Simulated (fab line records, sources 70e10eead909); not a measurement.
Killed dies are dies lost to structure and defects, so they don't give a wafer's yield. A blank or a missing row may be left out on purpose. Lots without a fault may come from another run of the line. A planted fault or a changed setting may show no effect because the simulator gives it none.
Chamber matching | flow nand_harc | NHARC_A_STAIRCASE_DEP_471 on pecvd-01: 3 sister chambers
The step deposits SiO2, target thk 100 nm. 14 wafers are shown with their chamber, then 7 later ones without.

WAFERS WITH THEIR CHAMBER
wafer  | chamber | throttle_valve_pct (%) | heater_power_w (W)
L076.1 | 2       | 16.5                   | 610
L076.5 | 1       | 15.9                   | 557
L076.6 | 2       | 16.1                   | 622
L079.1 | 0       | 16.5                   | 528
L079.4 | 0       | 16.3                   | 536
L079.6 | 1       | 16.1                   | 521
L087.1 | 2       | 16.4                   | 593
L087.5 | 1       | 15.3                   | 670
L087.6 | 2       | 16.4                   | 614
L089.2 | 2       | 16.2                   | 612
L089.5 | 1       | 15.4                   | 660
L089.6 | 2       | 16.7                   | 606
L090.1 | 0       | 16.6                   | 586
L090.4 | 0       | 16.5                   | 571

SIGNATURES (means of the wafers above)
reading            | chamber 0 | chamber 1 | chamber 2 | scatter within a chamber
throttle_valve_pct | 16.475    | 15.675    | 16.383    | 0.256
heater_power_w     | 555.25    | 602.00    | 609.50    | 41.9
Rule: a wafer's distance from a chamber is the root of the sum, over the readings, of the square of ((its reading less the chamber's mean) divided by the reading's scatter). The wafer belongs to the nearest chamber; if the next one is less than 2 further off, it can't be placed. The scatter: the root of (the sum of the squares of (reading less its chamber's mean) over the shown wafers, divided by (wafers less chambers)).

WAFERS WITHOUT THEIR CHAMBER
wafer  | throttle_valve_pct (%) | heater_power_w (W)
L090.5 | 15.5                   | 630
L091.1 | 16.4                   | 544
L091.3 | 16.3                   | 552
L091.4 | 15.5                   | 555
L092.2 | 16.8                   | 447
L092.3 | 16.4                   | 617
L092.4 | 16.6                   | 610

WHICH CHAMBER EACH WENT THROUGH
wafer  | from the rows above     | in truth
L090.5 | 1                       | 1
L091.1 | can't be placed: 0 or 2 | 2
L091.3 | can't be placed: 0 or 2 | 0
L091.4 | 1                       | 1
L092.2 | can't be placed: 0 or 2 | 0
L092.3 | can't be placed: 2 or 0 | 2
L092.4 | can't be placed: 2 or 0 | 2
Placed correctly: 2 of 7. Can't be placed from these rows: 5 (the true chamber is among the candidates in 5). Placed wrongly: 0.
